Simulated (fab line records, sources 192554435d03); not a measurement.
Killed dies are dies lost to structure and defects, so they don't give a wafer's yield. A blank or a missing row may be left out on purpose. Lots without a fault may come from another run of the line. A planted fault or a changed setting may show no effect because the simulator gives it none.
A struck lot beside a sound one | flow n5_finfet | 15 steps out of a route of 1938
Sound: wafers L354.3, L354.4, L354.6. Struck: wafers L365.4, L365.5, L365.6. The cause comes at the end.
At each step with rows: each side's tool, then ch and its chambers, then its first start. Under that, the readings that differ: sound wafers | struck wafers | difference of the means | sigmas: that difference in standard deviations of wafers without a fault.
alike: readings whose means differ by less than 2 such deviations, and words and numbers that are the same on both sides. not compared: withheld readings, readings that some wafer has no value for, bounds like >300 that may hide the same value, and numbers for which the record gives no deviation and whose values overlap.
The two part at a step that has a row with sigmas, a row that says differs or no value, or rows on one side only. Numbers that don't overlap but have no deviation are shown without sigmas and don't part them. A reading that every wafer of one side lacks parts them only if that side has two wafers or more.

N5_BEOL_M1_DESCUM_33: chemistry O2, time 7 s.
  sound on rie_diel-03 ch 0,3, day 6 05:25; struck on rie_diel-03 ch 0,3, day 8 23:05
  alike: drypump_motor_current_A, o2_flow_sccm, oes_product_au, rf_vpp_V, showerhead_plenum_p_Torr, temp_c, throttle_valve_pct
  not compared: rf_hours_counter_h
N5_BEOL_M1_ETCH_77: etches underlayer in N2/H2, target depth 6.5 nm, time 5.2 s.
  sound on rie_diel-03 ch 0,3, day 6 05:26; struck on rie_diel-03 ch 0,3, day 8 23:07
  alike: drypump_motor_current_A, etch_rf_on_time_s, oes_product_au, rf_vpp_V, showerhead_plenum_p_Torr, throttle_valve_pct
  not compared: rf_hours_counter_h
then, 3 steps without rows for these wafers: N5_BEOL_M1_ETCH_69 (etches SiARC in CF4, target depth 15.6 nm, time 26 s); N5_BEOL_M1_ALD_98 (deposits SiO2, target thk 2.5 nm, pulse time 1 s, co reactant pulse time 1 s); N5_BEOL_M1_ETCHBACK_99 (etches SiO2 in CHF3, target depth 5 nm, time 10.4 s).
N5_BEOL_M1_ETCH_70: etches SOC in N2/H2, target depth 80 nm, overetch 16 nm, time 120 s.
  sound on rie_diel-03 ch 0,2, day 6 07:23; struck on rie_diel-04 ch 0,2,3, day 9 04:51
  reading                | sound             | struck            | difference | sigmas
  throttle_valve_pct (%) | 17.20 17.55 17.22 | 17.93 17.76 17.91 | +0.54      | +2
  alike: drypump_motor_current_A, oes_product_au, rf_vpp_V, showerhead_plenum_p_Torr, temp_c
  not compared: rf_hours_counter_h
then, 2 steps without rows for these wafers: N5_BEOL_M1_STRIP_71 (strips in N2/H2); N5_BEOL_M1_STRIP_78 (strips in N2/H2).
N5_BEOL_M1_VIA_ETCH_34: etches the open film in C4F6/O2, target depth 67.8 nm, time 64.4 s.
  sound on rie_diel-03 ch 0,2, day 6 07:29; struck on rie_diel-04 ch 0,2,3, day 9 04:57
  reading                | sound             | struck            | difference | sigmas
  throttle_valve_pct (%) | 30.19 30.53 30.17 | 30.80 30.77 30.91 | +0.53      | +2
  alike: drypump_motor_current_A, oes_product_au, rf_vpp_V, showerhead_plenum_p_Torr
  not compared: rf_hours_counter_h
then, 3 steps without rows for these wafers: N5_BEOL_M1_STRIP_83 (strips in C4F6/O2); N5_BEOL_M1_STRIP_36 (strips in N2/H2); N5_BEOL_M1_TRENCH_ETCH_37 (etches SiOC in C4F6/O2, target depth 55.207 nm, time 29 s).
N5_BEOL_M1_ETCH_41: etches SiCN in CH3F/O2, target depth 31.9 nm, time 57.8 s.
  sound on rie_diel-03 ch 0,2, day 6 07:37; struck on rie_diel-04 ch 0,2,3, day 9 05:05
  reading                  | sound            | struck            | difference | sigmas
  oes_product_au (a.u.)    | 0.92 0.99 0.92   | 0.72 0.70 0.84    | -0.19      | -2
  model.etch.depth_nm (nm) | 22.19 22.3 22.32 | 17.79 17.96 17.94 | -4.37      |
  alike: drypump_motor_current_A, rf_vpp_V, showerhead_plenum_p_Torr, throttle_valve_pct
  not compared: rf_hours_counter_h
N5_BEOL_M1_STRIP_97: strips in N2/H2, time 10 s.
  sound on rie_diel-03 ch 0,2; struck on rie_diel-04 ch 0,2,3
  reading                | sound             | struck            | difference | sigmas
  throttle_valve_pct (%) | 23.02 23.53 23.01 | 23.96 23.58 23.83 | +0.60      | +2
  alike: drypump_motor_current_A, oes_product_au, rf_vpp_V, showerhead_plenum_p_Torr, temp_c
  not compared: rf_hours_counter_h
N5_BEOL_M4_RC_MEAS_101:
  sound on prober-02 ch 0, day 7 21:17; struck on prober-02 ch 0, day 10 16:26
  reading        | sound             | struck            | difference | sigmas
  IOFF_P (nA/um) | 0.195 0.224 0.207 | 0.288 0.275 0.271 | +0.069     | +2
  ION_P (uA/um)  | 460 465 462       | 475 478 476       | +14        | +2
  VT_P (mV)      | -250 -248 -252    | -242 -246 -242    | +7         | +2
  alike: DIBL_N, DIBL_P, IOFF_N, ION_N, SS_N, SS_P, VT_N

WHERE THEY PART
First at N5_BEOL_M1_ETCH_70; last, within this record, at N5_BEOL_M4_RC_MEAS_101.

WHY: what the simulator had put in
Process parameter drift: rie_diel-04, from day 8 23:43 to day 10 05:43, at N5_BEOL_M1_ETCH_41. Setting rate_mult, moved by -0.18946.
